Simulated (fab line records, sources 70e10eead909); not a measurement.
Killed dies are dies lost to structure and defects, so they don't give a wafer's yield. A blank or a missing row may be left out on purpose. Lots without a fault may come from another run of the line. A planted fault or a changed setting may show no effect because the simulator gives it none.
fab line records | flow nand_harc | part 1 of 2: steps 1 to 4 of 6
record lots=21 wafers=63 last_day=24
route steps=1159 shown A_STAIRCASE@740 A_SLIT@794 A_WL_FILL@811
lots that met no fault: from a run of the same line without faults
start_h: hours from the record's first day to the start of the lot's first wafer shown | wait_h: hours since the lot's step before | " the same as in the row above | L1.1+2: a row that stands for several wafers | - no value, or no start given | * or withheld: withheld | < > ~ a bound
route shown NAME@n: a module of which the file shows steps, and the number in the route of the first | usual: mean/standard deviation of fault-free wafers | same: alike in all rows | chamber/n: place in a boat | sites: the reading at each site | _std_site: their standard deviation | _edge_site: outer sites' mean less inner sites' | radius_mm: how far each site lies from the wafer's centre | mask NAME#n: copy n | behind: the tool/chamber that last shaped the wafer | hold: why the lot was held/for how many hours/how that ended | device: the transistor (n, p or np) that didn't switch | end of line: the same wafers' tests at the end of the route | a step without rows: its recipe alone | killed: dies lost to structure and defects at the first sort, not the wafer's yield | map: a wafer's dies, x killed, . not, _ none there
set.NAME: the setting as run; set.NAME@STEP: as run at that earlier step | model.NAME: the simulator's own value behind a step, which no gauge read
steps of the route over a sample of lots; a table a step, a row a wafer
services: from which hour (start_h, from the record's first day; less than 0 if before it) a tool's chamber was out of use, for how many hours, and why
## steps
# step NHARC_A_STAIRCASE_ETCHBACK_157
# recipe target_depth_a=900 over_etch_frac=0.3 time_s=167.14 ion_energy_ev=120 ch3f_flow_sccm=50 o2_flow_sccm=30 ar_flow_sccm=200 rf_w=500 bias_w=100 chemistry=CH3F/O2
# usual drypump_motor_current_A=5.9/0.7 mfc_ar_sccm=200.1/0.61 oes_product_au=0.97/0.036 rf_vpp_V=244.6/2.1 showerhead_plenum_p_Torr=2.48/0.13 throttle_valve_pct=20.663/0.0076
# columns lot.wafer tool chamber start_h wait_h drypump_motor_current_A mfc_ar_sccm oes_product_au rf_hours_counter_h rf_vpp_V showerhead_plenum_p_Torr throttle_valve_pct
L075.1 rie_diel-02 2 290.84 0.1 6.7 200.2 1.00 53 243.2 2.50 20.651
L075.2 " 3 " " 5.5 200.9 1.01 52 244.7 2.38 20.659
L075.4 " 0 " " 4.9 199.9 0.99 52 245.9 2.64 20.675
L074.3 rie_diel-11 3 291.18 0.1 5.3 199.4 0.94 33 242.0 2.33 20.665
L074.2 " 0 " " 6.9 200.9 0.95 34 248.0 2.65 20.663
L074.1 " 1 " " 5.5 201.4 0.94 36 242.6 2.31 20.661
L076.1 rie_diel-02 3 317.54 0.2 5.5 201.0 0.97 59 241.7 2.37 20.666
L076.3 " 0 " " 4.9 199.5 0.96 58 248.3 2.64 20.658
L076.6 " 0 " " 4.9 199.8 0.96 - 246.7 2.64 20.667
L078.3 rie_diel-02 1 327.50 0.2 6.6 199.4 1.02 62 245.3 2.56 20.667
L078.2 " 3 " " 5.5 200.2 1.01 65 242.6 2.37 20.666
L078.6 " 1 " " 6.6 201.1 1.01 - 245.0 2.56 20.664
L079.2 rie_diel-03 1 327.82 0.2 5.2 200.3 0.93 29 243.2 2.39 20.664
L079.4 " 3 " " 5.5 199.4 0.91 - 243.2 2.30 20.673
L079.6 " 1 " " 5.2 200.1 0.93 - 243.9 2.39 20.666
L080.1 rie_diel-03 1 350.87 0.2 5.2 200.6 0.92 38 243.2 2.39 20.661
L080.4 " 2 " " 5.5 200.2 0.94 38 247.3 2.62 20.674
L080.6 " 0 " " 5.7 199.8 0.93 - 247.3 2.62 20.673
L081.1 rie_diel-02 3 358.20 0.1 5.5 200.1 1.00 7 242.9 2.37 20.662
L081.4 " 0 " " 4.9 200.4 1.00 7 246.7 2.63 20.655
L081.5 " 0 " " 4.9 200.2 1.01 - 246.5 2.63 20.666
L084.3 rie_diel-02 2 364.99 0.2 6.7 200.3 1.02 10 245.0 2.49 20.661
L084.1 " 3 " " 5.5 199.0 0.99 11 242.4 2.37 20.658
L084.6 " 1 " " 6.6 201.3 1.02 - 246.1 2.55 20.658
L082.4 rie_diel-02 1 365.23 0.1 6.6 200.4 1.01 10 245.9 2.55 20.663
L082.1 " 2 " " 6.7 200.6 1.03 10 245.5 2.49 20.677
L082.5 " 1 " " 6.6 200.3 1.00 - 244.1 2.55 20.644
L083.3 rie_diel-11 3 365.58 0.1 5.4 200.0 0.93 59 242.0 2.32 20.663
L083.1 " 0 " " 6.8 200.5 0.94 55 246.9 2.64 20.655
L083.6 " 2 " " 6.1 201.3 0.94 - 242.1 2.29 20.663
L088.1 rie_diel-02 0 385.39 0.2 4.9 199.2 1.02 18 246.7 2.63 20.659
L088.2 " 2 " " 6.7 200.9 1.02 16 244.5 2.49 20.659
L088.5 " 0 " " 4.9 199.5 1.01 - 247.5 2.63 20.647
L086.2 rie_diel-02 2 385.66 0.1 6.7 198.8 0.97 16 246.2 2.49 20.657
L086.1 " 3 " " 5.5 200.6 0.96 17 243.1 2.36 20.653
L086.3 " 1 " " 6.6 199.9 0.97 17 246.7 2.55 20.666
L087.4 rie_diel-03 3 385.97 0.2 5.6 200.3 0.93 65 241.2 2.29 20.669
L087.6 " 1 " " 5.2 199.4 0.93 - 244.0 2.38 20.662
L087.5 " 2 " " 5.5 199.4 0.95 - 245.7 2.62 20.661
L085.1 rie_diel-11 1 386.21 0.2 5.5 200.2 1.00 4 242.6 2.30 20.661
L085.3 " 3 " " 5.3 199.9 0.99 5 241.4 2.32 20.663
L085.4 " 0 " " 6.8 200.0 0.99 4 246.5 2.64 20.659
L089.3 rie_diel-02 1 393.87 0.1 6.6 200.6 0.92 21 245.3 2.55 20.665
L089.2 " 2 " " 6.8 200.1 0.94 19 244.5 2.49 20.657
L089.6 " 0 " " 4.9 199.4 0.92 - 246.4 2.62 20.674
L090.2 rie_diel-02 2 400.98 0.2 6.8 199.7 0.96 23 245.0 2.49 20.647
L090.1 " 3 " " 5.5 200.7 0.94 23 242.4 2.36 20.661
L090.5 " 2 " " 6.7 199.8 0.96 - 244.1 2.49 20.667
L092.3 rie_diel-02 2 401.35 0.1 6.8 200.4 1.01 23 244.7 2.49 20.657
L092.2 " 3 " " 5.5 199.9 0.99 23 244.3 2.36 20.657
L092.1 " 0 " " 4.9 200.5 1.01 25 246.3 2.62 20.666
L091.2 rie_diel-02 0 407.97 0.2 4.9 200.6 0.92 28 246.7 2.62 20.662
L091.4 " 1 " " 6.6 200.6 0.93 26 244.6 2.54 20.671
L091.6 " 3 " " 5.5 200.5 0.92 - 243.9 2.36 20.668
L094.4 rie_diel-02 1 412.21 0.2 6.6 199.8 0.92 28 244.8 2.54 20.669
L094.5 " 1 " " 6.6 199.2 0.92 - 246.8 2.54 20.676
L094.6 " 2 " " 6.8 200.0 0.94 - 244.7 2.49 20.665
L095.1 rie_diel-11 3 432.50 0.2 5.4 200.9 0.92 21 242.8 2.31 20.667
L095.2 " 2 " " 6.1 200.0 0.92 22 241.0 2.29 20.668
L095.5 " 0 " " 6.8 200.1 0.90 - 248.2 2.63 20.671
L097.1 rie_diel-11 3 436.41 0.1 5.3 199.4 0.90 23 242.2 2.31 20.668
L097.4 " 1 " " 5.5 199.3 0.91 24 242.6 2.29 20.648
L097.6 " 2 " " 6.1 199.6 0.93 - 240.8 2.28 20.657
# step NHARC_A_SLIT_ETCH_24
# recipe target_depth_a=1210 time_s=60.5 cf4_flow_sccm=100 chf3_flow_sccm=30 ar_flow_sccm=0 rf_w=500 bias_w=200 chemistry=CF4/CHF3
# usual drypump_motor_current_A=5.6/0.42 mfc_ar_sccm=0.005/0.008 oes_product_au=0.952/0.023 rf_vpp_V=370.1/1.9 showerhead_plenum_p_Torr=1.56/0.051 throttle_valve_pct=16.804/0.0085
# columns lot.wafer tool chamber start_h wait_h drypump_motor_current_A mfc_ar_sccm oes_product_au rf_hours_counter_h rf_vpp_V showerhead_plenum_p_Torr throttle_valve_pct
L075.1 rie_diel-13 3 309.52 0.5 5.9 0 0.929 3 368.0 1.49 16.807
L075.4 " 0 " " 5.4 0.023 0.922 3 372.0 1.61 16.804
L075.2 " 1 " " 4.8 0.016 0.932 2 372.4 1.59 16.801
L074.1 rie_diel-05 2 310.31 0.1 6.2 0.013 0.910 9 370.6 1.55 16.804
L074.3 " 3 " " 6.0 0 0.927 9 368.7 1.54 16.790
L074.2 " 1 " " 5.5 0.002 0.910 10 368.4 1.53 16.809
L076.3 rie_diel-01 3 329.35 0.1 5.4 0 0.979 1 370.9 1.57 16.799
L076.1 " 0 " " 5.2 0 0.965 1 368.8 1.49 16.823
L076.6 " 1 " " 5.6 0.003 0.985 - 368.2 1.50 16.823
L078.3 rie_diel-01 2 341.02 0.1 6.2 0 0.971 1 371.6 1.62 16.805
L078.2 " 3 " " 5.4 0 0.987 1 369.9 1.57 16.796
L078.6 " 2 " " 6.2 0 0.973 - 371.1 1.62 16.810
L079.4 rie_diel-13 0 341.64 0.1 5.3 0.023 0.971 5 373.0 1.61 16.807
L079.2 " 1 " " 4.8 0.016 0.963 4 370.9 1.58 16.796
L079.6 " 3 " " 5.9 0 0.967 - 369.5 1.49 16.798
L080.1 rie_diel-05 2 365.72 0.1 6.2 0.013 0.949 1 369.1 1.55 16.802
L080.4 " 0 " " 5.2 0 0.983 1 374.4 1.65 16.792
L080.6 " 2 " " 6.2 0.013 0.939 - 369.5 1.55 16.812
L081.1 rie_diel-05 3 371.10 0.1 6.1 0 0.978 2 369.2 1.54 16.794
L081.4 " 0 " " 5.2 0 0.980 2 372.0 1.65 16.791
L081.5 " 2 " " 6.2 0.013 0.946 - 368.6 1.55 16.815
L084.3 rie_diel-05 2 376.58 0.1 6.3 0.013 0.933 2 371.1 1.55 16.805
L084.1 " 1 " " 5.5 0.002 0.955 2 368.6 1.53 16.812
L084.6 " 2 " " 6.2 0.013 0.936 - 370.4 1.55 16.814
L082.4 rie_diel-01 1 376.75 0.1 5.6 0.003 0.977 4 369.5 1.50 16.792
L082.1 " 2 " " 6.2 0 0.971 4 371.1 1.62 16.809
L082.5 " 0 " " 5.2 0 0.978 - 368.5 1.49 16.817
L083.1 rie_diel-13 1 376.90 0.1 4.8 0.016 0.969 8 371.6 1.58 16.815
L083.3 " 3 " " 5.9 0 0.971 8 367.8 1.49 16.804
L083.6 " 1 " " 4.8 0.016 0.961 - 369.2 1.58 16.804
L085.4 rie_diel-05 1 398.02 0.1 5.5 0.002 0.935 4 368.8 1.53 16.801
L085.3 " 2 " " 6.2 0.013 0.948 3 369.5 1.55 16.805
L085.1 " 3 " " 6.1 0 0.964 4 370.0 1.54 16.808
L088.2 rie_diel-13 3 398.18 0.1 5.9 0 0.994 10 365.7 1.49 16.806
L088.1 " 2 " " 5.4 0 0.971 9 373.6 1.62 16.803
L088.5 " 3 " " 5.9 0 0.990 - 366.9 1.49 16.808
L087.4 rie_diel-01 3 398.99 0.1 5.4 0 0.966 5 370.0 1.57 16.812
L087.6 " 3 " " 5.4 0 0.975 - 371.1 1.57 16.792
L087.5 " 0 " " 5.2 0 0.941 - 368.3 1.49 16.795
L086.3 rie_diel-13 3 399.99 0.1 5.9 0 0.985 10 367.8 1.49 16.821
L086.1 " 0 " " 5.4 0.023 0.964 10 371.5 1.61 16.803
L086.2 " 1 " " 4.8 0.016 0.948 9 370.7 1.58 16.807
L089.3 rie_diel-01 2 406.55 0.1 6.2 0 0.981 6 372.4 1.62 16.802
L089.2 " 3 " " 5.4 0 0.977 6 372.4 1.57 16.800
L089.6 " 3 " " 5.4 0 0.978 - 370.3 1.57 16.792
L090.1 rie_diel-13 1 414.88 0.1 4.8 0.016 0.960 10 370.8 1.58 16.800
L090.2 " 0 " " 5.3 0.023 0.947 11 372.7 1.61 16.801
L090.5 " 0 " " 5.3 0.023 0.947 - 370.6 1.61 16.808
L092.1 rie_diel-01 3 415.92 0.1 5.4 0 0.964 7 369.8 1.57 16.800
L092.3 " 1 " " 5.6 0.003 0.969 5 367.4 1.50 16.811
L092.2 " 2 " " 6.2 0 0.994 7 373.8 1.62 16.805
L091.2 rie_diel-01 0 422.90 0.1 5.1 0 0.913 6 367.3 1.49 16.809
L091.4 " 3 " " 5.4 0 0.922 7 369.3 1.57 16.801
L091.6 " 0 " " 5.2 0 0.912 - 367.6 1.49 16.804
L094.4 rie_diel-01 2 426.03 0.1 6.2 0 0.983 8 372.4 1.62 16.813
L094.6 " 1 " " 5.6 0.003 0.951 - 367.8 1.50 16.811
L094.5 " 2 " " 6.2 0 0.975 - 371.5 1.62 16.815
L095.2 rie_diel-01 1 447.27 0.1 5.6 0.003 0.920 9 367.9 1.50 16.809
L095.1 " 2 " " 6.2 0 0.935 11 372.2 1.62 16.811
L095.5 " 0 " " 5.1 0 0.928 - 367.6 1.49 16.807
L097.4 rie_diel-05 0 447.89 0.1 5.2 0 0.930 8 373.5 1.65 16.810
L097.1 " 1 " " 5.5 0.002 0.928 7 368.4 1.53 16.797
L097.6 " 2 " " 6.2 0.013 0.907 - 369.4 1.55 16.820
# step NHARC_A_SLIT_ETCH_17
# recipe bias_v=900 source_w=withheld pressure_mtorr=20 ar_flow_sccm=375 c4f8_flow_sccm=83.3 o2_flow_sccm=41.7 time_s=1687.5 target_depth_a=1.01e+05 chemistry=C4F8/O2/Ar
# usual c4f8_flow_sccm=83.28/0.26 drypump_motor_current_A=5.8/0.66 he_backside_leak_sccm=5.9/0.61 mfc_ar_sccm=375.1/1.1 showerhead_plenum_p_Torr=3.73/0.11 throttle_valve_pct=32.045/0.0091
# columns lot.wafer tool chamber start_h wait_h c4f8_flow_sccm drypump_motor_current_A he_backside_leak_sccm mfc_ar_sccm rf_hours_counter_h showerhead_plenum_p_Torr throttle_valve_pct
L075.2 har_etch-02 1 315.88 - 83.69 5.0 6.6 374.7 169 3.84 32.049
L075.1 " 0 " " 83.40 6.3 5.9 376.8 169 3.55 32.045
L075.4 " 1 " " 83.72 5.0 6.5 375.8 - 3.84 32.055
L074.2 har_etch-02 1 317.55 - 83.26 5.0 6.5 375.7 170 3.84 32.044
L074.1 " 0 " " 83.31 6.3 6.0 377.3 170 3.55 32.046
L074.3 " 1 " " 83.53 4.9 6.5 375.3 - 3.84 32.045
L076.1 har_etch-01 0 331.13 - 83.23 6.6 5.2 374.3 6 3.79 32.046
L076.3 " 1 " " 83.38 5.4 5.4 376.4 - 3.79 32.046
L076.6 " 0 " " 83.06 6.6 5.2 374.6 - 3.79 32.053
L078.2 har_etch-02 1 341.95 - 83.42 5.0 6.5 375.6 183 3.84 32.037
L078.3 " 1 " " 83.35 5.0 6.8 376.0 - 3.84 32.040
L078.6 " 0 " " 83.43 6.3 5.7 377.5 - 3.55 32.039
L079.2 har_etch-01 0 342.31 - 83.42 6.6 5.0 376.0 7 3.79 32.037
L079.4 " 1 " " 83.24 5.4 5.4 377.6 - 3.79 32.037
L079.6 " 0 " " 83.43 6.6 5.1 374.5 - 3.79 32.037
L080.1 har_etch-01 0 366.40 - 83.31 6.7 5.2 374.4 16 3.79 32.056
L080.4 " 1 " " 83.21 5.4 5.8 374.4 - 3.79 32.040
L080.6 " 1 " " 83.12 5.4 5.5 375.2 - 3.79 32.046
L081.1 har_etch-02 0 372.15 - 83.15 6.3 6.3 374.9 200 3.54 32.051
L081.4 " 0 " " 82.91 6.2 6.3 376.1 - 3.54 32.055
L081.5 " 1 " " 83.44 5.0 6.6 375.0 - 3.83 32.045
L084.1 har_etch-02 0 377.27 - 82.98 6.2 6.2 375.9 201 3.54 32.039
L084.3 " 1 " " 83.22 5.0 6.6 376.6 - 3.83 32.066
L084.6 " 1 " " 83.37 5.0 6.9 376.1 - 3.83 32.036
L082.1 har_etch-01 1 377.43 - 83.72 5.3 5.8 374.2 26 3.78 32.047
L082.4 " 1 " " 83.34 5.3 6.0 372.1 - 3.78 32.041
L082.5 " 0 " " 83.23 6.6 5.3 375.2 - 3.78 32.044
L083.1 har_etch-02 0 378.93 - 83.27 6.2 6.1 375.5 203 3.54 32.030
L083.3 " 0 " " 83.03 6.2 5.9 375.0 - 3.54 32.032
L083.6 " 1 " " 83.72 5.0 6.6 375.7 - 3.82 32.058
L088.1 har_etch-01 1 401.18 - 83.53 5.4 6.0 373.5 35 3.78 32.030
L088.2 " 0 " " 83.10 6.6 5.2 376.5 35 3.78 32.047
L088.5 " 1 " " 83.64 5.4 5.8 374.3 - 3.78 32.055
L085.1 har_etch-02 0 401.73 - 84.01 6.3 6.1 373.8 212 3.53 32.049
L085.4 " 1 " " 83.29 5.0 6.6 376.4 - 3.82 32.035
L085.3 " 0 " " 83.27 6.2 6.0 372.9 - 3.53 32.049
L086.1 har_etch-02 0 403.17 - 83.59 6.2 6.3 375.2 214 3.53 32.059
L086.2 " 1 " " 83.39 5.0 6.0 377.7 214 3.82 32.042
L086.3 " 0 " " 82.85 6.2 6.4 373.3 - 3.53 32.046
L087.4 har_etch-01 0 403.35 - 83.20 6.6 5.3 376.0 - 3.78 32.034
L087.5 " 0 " " 83.11 6.6 5.3 375.6 - 3.78 32.053
L087.6 " 1 " " 83.31 5.4 5.5 375.2 - 3.78 32.029
L089.2 har_etch-01 1 407.23 - 83.44 5.4 5.3 375.1 38 3.78 32.040
L089.3 " 1 " " 83.42 5.4 5.3 374.9 - 3.78 32.049
L089.6 " 0 " " 84.00 6.7 5.1 376.4 - 3.78 32.058
L090.2 har_etch-02 1 415.70 - 83.12 5.0 7.0 374.2 215 3.82 32.041
L090.1 " 0 " " 83.42 6.3 6.1 374.7 215 3.53 32.039
L090.5 " 0 416.94 - 83.48 6.3 5.9 374.9 - 3.53 32.041
L092.2 har_etch-01 0 416.60 - 83.63 6.6 5.4 374.3 40 3.77 32.037
L092.1 " 1 " " 83.03 5.3 5.1 375.6 40 3.77 32.055
L092.3 " 1 " " 83.09 5.4 5.4 376.5 - 3.77 32.038
L091.2 har_etch-01 1 423.84 - 83.05 5.4 8.2 374.9 45 3.77 32.038
L091.4 " 1 " " 83.19 5.4 5.8 375.2 - 3.77 32.039
L091.6 " 0 " " 83.42 6.6 5.5 374.2 - 3.77 32.039
L094.4 har_etch-01 0 427.48 - 83.33 6.6 5.3 374.7 - 3.77 32.037
L094.5 " 1 " " 83.43 5.4 5.5 373.4 - 3.77 32.044
L094.6 " 0 " " 82.91 6.6 5.2 375.1 - 3.77 32.028
L095.1 har_etch-02 1 447.94 - 83.04 5.0 6.7 375.3 230 3.81 32.055
L095.2 " 0 " " 83.45 6.3 6.1 373.6 230 3.52 32.036
L095.5 " 1 " " 82.89 5.0 6.6 374.1 - 3.81 32.032
L097.1 har_etch-02 0 449.62 - 83.57 6.2 6.0 375.0 231 3.52 32.046
L097.4 " 1 " " 82.82 5.0 6.9 374.5 - 3.81 32.030
L097.6 " 1 " " 83.34 5.0 6.9 374.9 - 3.81 32.045
# step NHARC_A_SLIT_CD_MEAS_21
# usual cd_nm=290.3/1
# columns lot.wafer tool chamber start_h wait_h cd_nm
L075.1 cd_sem-03 - 318.60 - 288.2
L075.2 " - " " 289.6
L075.4 " - " " 289.1
L074.1 cd_sem-02 - 320.17 - 289.3
L074.2 " - " " 289.9
L074.3 " - " " 290.2
L076.1 cd_sem-01 - 333.52 - 290.3
L076.3 " - " " 290.2
L076.6 " - " " 291.0
L078.2 cd_sem-02 - 344.35 - 291.1
L078.3 " - " " 290.0
L078.6 " - " " 291.5
L079.2 cd_sem-03 - 344.98 - 290.8
L079.4 " - " " 290.0
L079.6 " - " " 290.6
L080.1 cd_sem-02 - 369.07 - 288.6
L080.4 " - " " 289.7
L080.6 " - " " 289.1
L081.1 cd_sem-01 - 374.78 - 291.1
L081.4 " - " " 289.5
L081.5 " - " " 290.6
L084.1 cd_sem-01 - 379.89 - 289.1
L084.3 " - " " 287.3
L084.6 " - " " 289.1
L082.1 cd_sem-02 - 380.06 - 291.3
L082.4 " - " " 289.9
L082.5 " - " " 291.0
L083.1 cd_sem-03 - 381.55 - 290.5
L083.3 " - " " 291.4
L083.6 " - " " 290.5
L088.1 cd_sem-01 - 403.81 - 290.6
L088.2 " - " " 292.0
L088.5 " - " " 291.6
L085.1 cd_sem-01 - 404.13 - 291.0
L085.3 " - " " 289.9
L085.4 " - " " 290.0
L087.4 cd_sem-03 - 405.49 - 288.7
L087.5 " - " " 290.3
L087.6 " - " " 290.3
L086.1 cd_sem-03 - 405.84 - 290.0
L086.2 " - " " 289.6
L086.3 " - " " 289.9
L089.2 cd_sem-02 - 409.88 - 290.8
L089.3 " - " " 289.6
L089.6 " - " " 291.4
L090.1 cd_sem-03 - 418.35 - 289.0
L090.2 " - " " 290.8
L090.5 " - " " 289.6
L092.1 cd_sem-03 - 419.25 - 289.7
L092.2 " - " " 291.1
L092.3 " - " " 288.7
L091.2 cd_sem-02 - 426.26 - 290.7
L091.4 " - " " 290.0
L091.6 " - " " 290.3
L094.4 cd_sem-03 - 429.39 - 288.3
L094.5 " - " " 290.5
L094.6 " - " " 289.3
L095.1 cd_sem-02 - 450.59 - 289.7
L095.2 " - " " 290.4
L095.5 " - " " 289.5
L097.1 cd_sem-03 - 452.24 - 290.1
L097.4 " - " " 288.9
L097.6 " - " " 289.0
